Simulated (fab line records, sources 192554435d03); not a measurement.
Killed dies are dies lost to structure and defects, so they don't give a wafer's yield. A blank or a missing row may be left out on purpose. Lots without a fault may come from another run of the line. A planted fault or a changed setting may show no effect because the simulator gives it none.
fab line records | flow n5_finfet
record lots=14 wafers=41 last_day=18
route steps=1938 shown BEOL_M2@915 BEOL_M3@934 BEOL_M4@1111
lots that met no fault: from a run of the same line without faults
start_h: hours from the record's first day to the start of the lot's first wafer shown | wait_h: hours since the lot's step before | " the same as in the row above | L1.1+2: a row that stands for several wafers | - no value, or no start given | * or withheld: withheld | < > ~ a bound
route shown NAME@n: a module of which the file shows steps, and the number in the route of the first | usual: mean/standard deviation of fault-free wafers | same: alike in all rows | chamber/n: place in a boat | sites: the reading at each site | _std_site: their standard deviation | _edge_site: outer sites' mean less inner sites' | radius_mm: how far each site lies from the wafer's centre | mask NAME#n: copy n | behind: the tool/chamber that last shaped the wafer | hold: why the lot was held/for how many hours/how that ended | device: the transistor (n, p or np) that didn't switch | end of line: the same wafers' tests at the end of the route | a step without rows: its recipe alone | killed: dies lost to structure and defects at the first sort, not the wafer's yield | map: a wafer's dies, x killed, . not, _ none there
set.NAME: the setting as run; set.NAME@STEP: as run at that earlier step | model.NAME: the simulator's own value behind a step, which no gauge read
steps of the route over a sample of lots; a table a step, a row a wafer
services: from which hour (start_h, from the record's first day; less than 0 if before it) a tool's chamber was out of use, for how many hours, and why
## steps
# step N5_BEOL_M2_ANNEAL_91
# recipe temp_c=400 time_s=240 ambient=vacuum
# usual heater_power_w=827/130
# columns lot.wafer tool chamber start_h wait_h heater_power_w
L834.4 pvd_sputter-02 - 141.91 0.0 838
L834.5 " - " " 1036
L834.6 " - " " 610
L836.3 pvd_sputter-03 - 145.74 0.0 718
L836.4 " - " " 793
L836.5 " - " " 776
L837.2 pvd_sputter-02 - 155.13 0.0 620
L837.3 " - " " 1058
L837.6 " - " " 842
L838.1 pvd_sputter-03 - 169.45 0.0 813
L838.3 " - " " 824
L838.6 " - " " 729
L839.3 pvd_sputter-01 - 176.30 0.0 869
L839.4 " - " " 845
L839.6 " - " " 811
L844.1 pvd_sputter-02 - 207.51 0.0 846
L844.3 " - " " 1076
L844.6 " - " " 852
L845.3 pvd_sputter-01 - 214.63 0.0 758
L845.4 " - " " 812
L845.6 " - " " 795
L851.1 pvd_sputter-03 - 243.45 0.0 741
L851.3 " - " " 795
L851.6 " - " " 714
L853.1 pvd_sputter-03 - 245.29 0.0 713
L853.2 " - " " 781
L853.5 " - " " 808
L852.2 pvd_sputter-03 - 247.59 0.0 828
L852.4 " - " " 786
L852.6 " - " " 732
L854.1 pvd_sputter-01 - 274.87 0.0 856
L854.2 " - " " 833
L854.6 " - " " 759
L855.1 pvd_sputter-01 - 280.15 0.0 869
L855.3 " - " " 738
L857.2 pvd_sputter-02 - 283.58 0.0 595
L857.4 " - " " 841
L857.6 " - " " 1066
L856.1 pvd_sputter-01 - 283.69 0.0 856
L856.2 " - " " 801
L856.3 " - " " 867
# step N5_BEOL_M2_SPUTTER_92
# recipe material=Cu target_thk_a=45 temp_c=-20 chamber_pressure_pa=0.07 power_w=withheld time_s=8.29
# usual throttle_valve_pct=30.1/1
# columns lot.wafer tool chamber start_h wait_h throttle_valve_pct
L834.4 pvd_sputter-02 - 142.05 0.1 29.7
L834.5 " - " " 30.4
L834.6 " - " " 30.9
L836.3 pvd_sputter-03 - 145.88 0.1 29.7
L836.4 " - " " 30.3
L836.5 " - " " 30.3
L837.2 pvd_sputter-02 - 155.27 0.1 30.6
L837.3 " - " " 31.2
L837.6 " - " " 29.8
L838.1 pvd_sputter-03 - 169.59 0.1 32.4
L838.3 " - " " 30.0
L838.6 " - " " 29.8
L839.3 pvd_sputter-01 - 176.44 0.1 29.4
L839.4 " - " " 28.4
L839.6 " - " " 28.6
L844.1 pvd_sputter-02 - 207.65 0.1 29.8
L844.3 " - " " 31.3
L844.6 " - " " 29.8
L845.3 pvd_sputter-01 - 214.77 0.1 30.2
L845.4 " - " " 28.6
L845.6 " - " " 28.5
L851.1 pvd_sputter-03 - 243.59 0.1 29.5
L851.3 " - " " 30.3
L851.6 " - " " 29.8
L853.1 pvd_sputter-03 - 245.43 0.1 29.6
L853.2 " - " " 30.3
L853.5 " - " " 32.4
L852.2 pvd_sputter-03 - 247.73 0.1 30.1
L852.4 " - " " 32.4
L852.6 " - " " 29.8
L854.1 pvd_sputter-01 - 275.01 0.1 29.3
L854.2 " - " " 28.5
L854.6 " - " " 30.3
L855.1 pvd_sputter-01 - 280.29 0.1 29.5
L855.3 " - " " 30.4
L857.2 pvd_sputter-02 - 283.72 0.1 30.8
L857.4 " - " " 29.6
L857.6 " - " " 31.2
L856.1 pvd_sputter-01 - 283.83 0.1 28.7
L856.2 " - " " 28.7
L856.3 " - " " 29.4
# step N5_BEOL_M2_ANNEAL_93
# recipe temp_c=400 time_s=240 ambient=vacuum
# usual heater_power_w=827/130
# columns lot.wafer tool chamber start_h wait_h heater_power_w
L834.4 pvd_sputter-02 - 142.13 0.0 826
L834.5 " - " " 1043
L834.6 " - " " 600
L836.3 pvd_sputter-03 - 145.96 0.0 712
L836.4 " - " " 809
L836.5 " - " " 770
L837.2 pvd_sputter-02 - 155.35 0.0 603
L837.3 " - " " 1074
L837.6 " - " " 828
L838.1 pvd_sputter-03 - 169.67 0.0 811
L838.3 " - " " 802
L838.6 " - " " 720
L839.3 pvd_sputter-01 - 176.52 0.0 873
L839.4 " - " " 865
L839.6 " - " " 808
L844.1 pvd_sputter-02 - 207.73 0.0 842
L844.3 " - " " 1061
L844.6 " - " " 872
L845.3 pvd_sputter-01 - 214.85 0.0 765
L845.4 " - " " 803
L845.6 " - " " 786
L851.1 pvd_sputter-03 - 243.67 0.0 714
L851.3 " - " " 786
L851.6 " - " " 704
L853.1 pvd_sputter-03 - 245.51 0.0 740
L853.2 " - " " 796
L853.5 " - " " 807
L852.2 pvd_sputter-03 - 247.81 0.0 804
L852.4 " - " " 806
L852.6 " - " " 735
L854.1 pvd_sputter-01 - 275.09 0.0 862
L854.2 " - " " 808
L854.6 " - " " 750
L855.1 pvd_sputter-01 - 280.37 0.0 843
L855.3 " - " " 720
L857.2 pvd_sputter-02 - 283.80 0.0 619
L857.4 " - " " 841
L857.6 " - " " 1081
L856.1 pvd_sputter-01 - 283.91 0.0 838
L856.2 " - " " 805
L856.3 " - " " 884
# step N5_BEOL_M3_HM_DEP_02
# recipe material=TiN target_thk_a=200 temp_c=25 chamber_pressure_pa=0.49996
# usual chamber_pressure_pa=0.5000/0.00089 substrate_temp_c=24.99/0.1 throttle_valve_pct=30.0/1.1
# columns lot.wafer tool chamber start_h wait_h chamber_pressure_pa substrate_temp_c throttle_valve_pct
L834.4 pvd_sputter-03 - 144.02 0.3 0.5007 25.11 30.4
L834.5 " - " " 0.4996 25.00 29.8
L834.6 " - " " 0.4998 25.15 30.3
L836.3 pvd_sputter-03 - 148.96 1.1 0.5002 25.13 32.4
L836.4 " - " " 0.4993 25.03 30.5
L836.5 " - " " 0.4989 24.89 30.4
L837.2 pvd_sputter-01 - 157.49 0.5 0.5005 25.12 28.3
L837.3 " - " " 0.5009 25.01 28.4
L837.6 " - " " 0.5000 24.92 28.6
L838.1 pvd_sputter-03 - 172.17 0.9 0.5001 25.04 32.2
L838.3 " - " " 0.5000 24.89 29.6
L838.6 " - " " 0.4995 25.06 32.3
L839.3 pvd_sputter-01 - 178.19 0.1 0.5000 24.96 29.5
L839.4 " - " " 0.4980 24.85 30.3
L839.6 " - " " 0.4985 24.80 30.3
L844.1 pvd_sputter-03 - 211.12 1.7 - - -
L844.3 " - " " - - -
L844.6 " - " " - - -
L845.3 pvd_sputter-02 - 216.95 0.0 - - -
L845.4 " - " " - - -
L845.6 " - " " - - -
L851.1 pvd_sputter-02 - 246.95 1.2 0.5009 24.96 31.3
L851.3 " - " " 0.4994 24.95 30.1
L851.6 " - " " 0.4986 25.04 31.2
L853.1 pvd_sputter-02 - 248.19 1.1 0.4994 25.12 30.8
L853.2 " - " " 0.4982 24.87 30.3
L853.5 " - " " 0.5008 25.01 29.6
L852.2 pvd_sputter-03 - 249.72 0.0 0.4989 25.15 32.5
L852.4 " - " " 0.4997 24.91 30.2
L852.6 " - " " 0.4996 25.09 30.8
L854.1 pvd_sputter-01 - 277.53 0.7 0.4993 25.02 29.5
L854.2 " - " " 0.4991 24.99 30.2
L854.6 " - " " 0.5018 24.90 28.4
L855.1 pvd_sputter-01 - 282.41 0.4 0.4999 25.07 28.7
L855.3 " - " " 0.5009 25.16 29.2
L857.2 pvd_sputter-01 - 286.47 1.0 0.5002 25.16 30.2
L857.4 " - " " 0.5011 25.01 29.4
L857.6 " - " " 0.4977 25.00 28.6
L856.1 pvd_sputter-01 - 288.41 2.9 0.5003 24.76 30.3
L856.2 " - " " 0.5014 24.86 28.6
L856.3 " - " " 0.5025 24.81 29.5
# step N5_BEOL_M3_HM_OPEN_17
# recipe chemistry=Cl2/BCl3 target_depth_a=200 overetch_a=60 target=TiN mask_material=SOC ion_energy_ev=150 pressure_mtorr=10 icp_w=1000 bias_w=126 Cl2_flow_sccm=53.25 bcl3_flow_sccm=21.75 Ar_flow_sccm=25
# usual bias_w=125.9/0.39 drypump_motor_current_A=5.5/0.41 oes_product_au=0.70/0.097 rf_fwd_power_W=993/4.1 throttle_valve_pct=22.1/0.39
# columns lot.wafer tool chamber start_h wait_h bias_w drypump_motor_current_A oes_product_au rf_fwd_power_W rf_hours_counter_h throttle_valve_pct
L834.4 rie_metal-03 0 144.81 0.1 126.6 5.5 0.78 996 - 22.6
L834.5 " 1 " " 125.4 5.3 0.64 990 - 22.3
L834.6 " 0 " " 125.3 5.6 0.78 996 - 22.6
L836.3 rie_metal-02 1 149.83 0.1 125.9 6.1 0.50 998 - 22.5
L836.4 " 0 " " 125.4 6.0 0.82 994 - 21.6
L836.5 " 1 " " 125.4 6.1 0.51 995 - 22.5
L837.2 rie_metal-03 0 158.37 0.0 126.0 5.5 0.76 995 7 22.6
L837.3 " 0 " " 126.2 5.6 0.77 998 - 22.6
L837.6 " 1 " " 126.2 5.3 0.64 992 - 22.3
L838.1 rie_metal-02 1 173.59 0.0 126.0 6.1 0.50 993 126 22.5
L838.3 " 0 " " 126.2 6.0 0.77 993 - 21.6
L838.6 " 1 " " 126.4 6.1 0.50 992 - 22.5
L839.3 rie_metal-01 0 180.02 0.1 126.2 5.0 0.64 991 - 21.6
L839.4 " 1 " " 125.2 5.1 0.51 994 - 22.6
L839.6 " 1 " " 125.9 5.1 0.51 997 - 22.6
L844.1 rie_metal-02 0 211.87 0.0 126.2 6.0 0.34 994 7 22.3
L844.3 " 0 " " 125.2 6.0 0.34 994 - 22.3
L844.6 " 0 " " 126.1 6.0 0.33 995 - 22.3
L845.3 rie_metal-01 0 217.74 0.1 125.9 5.1 0.28 986 - 22.3
L845.4 " 1 " " 126.5 5.1 0.37 996 - 22.9
L845.6 " 0 " " 126.5 5.1 0.28 988 - 22.3
L851.1 rie_metal-02 0 247.83 0.0 126.0 6.0 0.76 987 9 21.6
L851.3 " 1 " " 125.6 6.1 0.85 995 - 22.3
L851.6 " 1 " " 126.1 6.1 0.86 994 - 22.3
L853.1 rie_metal-01 1 249.08 0.0 126.0 5.1 0.81 996 4 22.3
L853.2 " 0 " " 125.6 5.1 0.64 990 51 21.6
L853.5 " 0 " " 125.2 5.1 0.64 987 - 21.6
L852.2 rie_metal-01 1 250.48 0.0 126.5 5.1 0.78 994 4 22.3
L852.4 " 0 " " 126.2 5.0 0.62 990 - 21.7
L852.6 " 0 " " 126.0 5.0 0.63 990 - 21.7
L854.1 rie_metal-01 0 278.42 0.0 125.1 5.0 0.63 986 53 21.7
L854.2 " 1 " " 126.2 5.1 0.76 998 7 22.3
L854.6 " 0 " " 125.7 5.0 0.62 985 - 21.7
L855.1 rie_metal-01 1 283.29 0.0 126.0 5.1 0.78 997 7 22.3
L855.3 " 1 " " 126.0 5.1 0.78 1002 - 22.2
L857.2 rie_metal-02 0 287.23 0.0 126.2 6.0 0.74 995 14 21.6
L857.4 " 1 " " 125.9 6.1 0.80 993 - 22.3
L857.6 " 1 " " 126.3 6.1 0.79 990 - 22.3
L856.1 rie_metal-02 0 289.29 0.0 125.8 6.0 0.73 994 14 21.6
L856.2 " 1 " " 125.7 6.1 0.79 993 4 22.3
L856.3 " 0 " " 125.5 5.9 0.74 995 - 21.6
# step N5_BEOL_M3_CD_MEAS_18
# recipe pitch_nm=36 target_cd_nm=18
# usual cd_nm=18.0/0.4
# columns lot.wafer tool chamber start_h wait_h cd_nm
L834.4 cd_sem-01 - 144.96 0.1 18.0
L834.5 " - " " 18.2
L834.6 " - " " 17.7
L836.3 cd_sem-02 - 149.99 0.1 18.3
L836.4 " - " " 18.4
L836.5 " - " " 18.8
L837.2 cd_sem-02 - 158.55 0.1 17.9
L837.3 " - " " 17.6
L837.6 " - " " 17.8
L838.1 cd_sem-02 - 173.82 0.1 18.2
L838.3 " - " " 18.4
L838.6 " - " " 18.5
L839.3 cd_sem-01 - 181.12 0.1 17.3
L839.4 " - " " 18.4
L839.6 " - " " 18.4
L844.1 cd_sem-03 - 212.32 0.0 -
L844.3 " - " " -
L844.6 " - " " -
L845.3 cd_sem-03 - 217.89 0.1 -
L845.4 " - " " -
L845.6 " - " " -
L851.1 cd_sem-02 - 248.10 0.0 17.6
L851.3 " - " " 17.5
L851.6 " - " " 18.0
L853.1 cd_sem-01 - 249.26 0.0 18.2
L853.2 " - " " 18.7
L853.5 " - " " 18.1
L852.2 cd_sem-02 - 250.66 0.1 18.4
L852.4 " - " " 18.7
L852.6 " - " " 18.4
L854.1 cd_sem-02 - 278.62 0.0 17.0
L854.2 " - " " 18.0
L854.6 " - " " 17.8
L855.1 cd_sem-03 - 283.47 0.0 18.0
L855.3 " - " " 17.2
L857.2 cd_sem-03 - 287.41 0.1 18.2
L857.4 " - " " 17.6
L857.6 " - " " 18.3
L856.1 cd_sem-03 - 289.47 0.0 18.4
L856.2 " - " " 18.7
L856.3 " - " " 17.9
# step N5_BEOL_M4_RC_MEAS_101
# usual DIBL_N=36.5/1.8 DIBL_P=36.5/2.1 IOFF_N=0.17/0.031 IOFF_P=0.22/0.036 ION_N=677/11 ION_P=463/8 SS_N=71.6/0.61 SS_P=73.3/0.63 VT_N=249/3.1 VT_P=-250/3.3
# columns lot.wafer tool chamber start_h wait_h DIBL_N[mV/V] DIBL_P[mV/V] IOFF_N[nA/um] IOFF_P[nA/um] ION_N[uA/um] ION_P[uA/um] SS_N[mV/dec] SS_P[mV/dec] VT_N[mV] VT_P[mV]
L834.4 prober-02 0 166.55 0.5 33.8 32.6 0.12 0.15 655 446 71.0 72.9 253 -257
L834.5 " 0 " " 35.2 34.7 0.15 0.20 672 457 71.0 73.3 248 -250
L834.6 " 0 " " 33.9 32.7 0.13 0.16 659 447 70.7 71.9 253 -255
L836.3 prober-01 0 180.90 0.3 34.9 36.3 0.16 0.17 684 455 71.6 73.8 249 -252
L836.4 " 0 " " 37.1 39.6 0.19 0.23 679 464 71.9 74.0 246 -251
L836.5 " 0 " " 34.9 36.8 0.16 0.18 673 457 71.8 72.7 249 -255
L837.2 prober-02 0 182.71 0.2 40.8 41.5 0.23 0.26 683 462 72.8 74.2 245 -250
L837.3 " 0 " " 37.6 38.2 0.17 0.20 688 465 71.1 73.7 248 -253
L837.6 " 0 " " 37.2 36.6 0.15 0.18 675 454 71.1 73.3 251 -255
L838.1 prober-01 0 189.47 0.0 37.0 36.2 0.16 0.20 671 458 71.6 73.5 247 -251
L838.3 " 0 " " 38.6 39.5 0.19 0.25 691 474 71.3 74.3 247 -247
L838.6 " 0 " " 36.6 36.2 0.15 0.20 676 469 70.8 73.4 249 -248
L839.3 prober-01 0 202.24 0.3 38.5 38.5 0.21 0.26 694 476 72.0 73.7 242 -245
L839.4 " 0 " " 34.7 34.7 0.14 0.20 681 468 71.0 72.8 250 -248
L839.6 " 0 " " 36.1 35.5 0.15 0.20 679 469 71.7 73.1 250 -249
L851.1 prober-01 0 274.17 0.0 33.8 31.6 0.12 0.16 667 455 70.6 71.7 252 -252
L851.3 " 0 " " 37.1 35.1 0.19 0.22 681 460 71.2 73.0 245 -246
L851.6 " 0 " " 35.9 33.6 0.17 0.19 668 455 71.5 73.0 247 -251
L853.1 prober-02 0 274.38 0.0 37.5 38.0 0.20 0.29 688 475 72.0 73.8 246 -242
L853.2 " 0 " " 36.0 36.8 0.18 0.27 694 482 71.0 73.5 246 -243
L853.5 " 0 " " 36.7 37.7 0.19 0.30 692 478 71.7 73.9 248 -241
L852.2 prober-02 0 277.49 0.2 38.7 39.5 0.19 0.25 680 469 71.8 73.7 247 -249
L852.4 " 0 " " 35.6 35.4 0.13 0.19 669 461 71.8 73.0 253 -252
L852.6 " 0 " " 38.0 37.7 0.17 0.22 669 460 72.6 73.1 249 -249
L854.1 prober-01 0 306.24 0.0 35.3 37.2 0.15 0.20 679 467 70.5 73.8 250 -252
L854.2 " 0 " " 34.3 35.6 0.13 0.18 677 464 71.4 73.4 251 -252
L854.6 " 0 " " 34.7 36.1 0.14 0.19 675 465 71.3 73.8 250 -250
L855.1 prober-02 0 309.07 0.0 33.1 32.2 0.11 0.17 649 458 70.5 72.9 253 -252
L855.3 " 0 " " 36.2 36.9 0.17 0.22 664 463 72.0 72.4 251 -249
L856.1 prober-02 0 312.77 0.0 36.9 37.0 0.17 0.25 673 465 71.8 73.1 247 -246
L856.2 " 0 " " 38.9 39.9 0.21 0.29 687 476 72.7 73.8 247 -243
L856.3 " 0 " " 35.3 35.8 0.16 0.22 683 472 71.2 72.8 250 -248
L857.2 prober-01 0 335.20 0.2 37.0 35.4 0.15 0.20 662 456 72.7 72.6 253 -251
L857.4 " 0 " " 40.1 39.8 0.20 0.28 673 465 72.6 74.4 251 -245
L857.6 " 0 " " 38.5 38.1 0.18 0.25 667 461 71.9 73.8 248 -247
## services
# columns tool chamber start_h hours kind
rie_metal-01 1 190.93 - clean
rie_metal-01 1 190.93 20.5 scheduled_down
rie_metal-01 1 190.93 20.5 vent_cycle
rie_metal-02 1 211.21 - clean
rie_metal-02 1 211.21 17.9 scheduled_down
rie_metal-02 1 211.21 17.9 vent_cycle
rie_metal-02 - 232.71 14.6 pm
rie_metal-03 0 255.47 17.8 repair
rie_metal-02 1 266.73 10.1 repair
rie_metal-03 1 287.20 1.0 repair
## key
first_sign step=N5_BEOL_M3_HM_DEP_02 reading=tool_record direction=missing
effect step=N5_BEOL_M3_HM_OPEN_17 reading=oes_product_au direction=down sigmas=3.9 usual=0.70 struck=0.32
effect step=N5_BEOL_M3_CD_MEAS_18 reading=cd_nm direction=missing
met_at N5_BEOL_M3_HM_DEP_02
struck_lots L844,L845
later_rows_left_out L844.1,L844.3,L844.6,L845.3,L845.4,L845.6
sort_left_out L844.1,L844.3,L844.6,L845.3,L845.4,L845.6
not_acting_at N5_BEOL_M2_ANNEAL_91,N5_BEOL_M2_SPUTTER_92,N5_BEOL_M2_ANNEAL_93
onset_between 172.17 211.12
fault kind=skipped_step_whole tool=pvd_sputter-02,pvd_sputter-03 chamber=- onset_h=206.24 steps=N5_BEOL_M3_HM_DEP_02 scope=struck_lots_only
# sort_left_out: the simulated sort isn't trusted on such a fault, so these wafers' sort isn't shown, and their yield isn't known
# later_rows_left_out: the simulator's readings of these wafers behind a module that went badly wrong aren't trusted and aren't shown, but for the sort
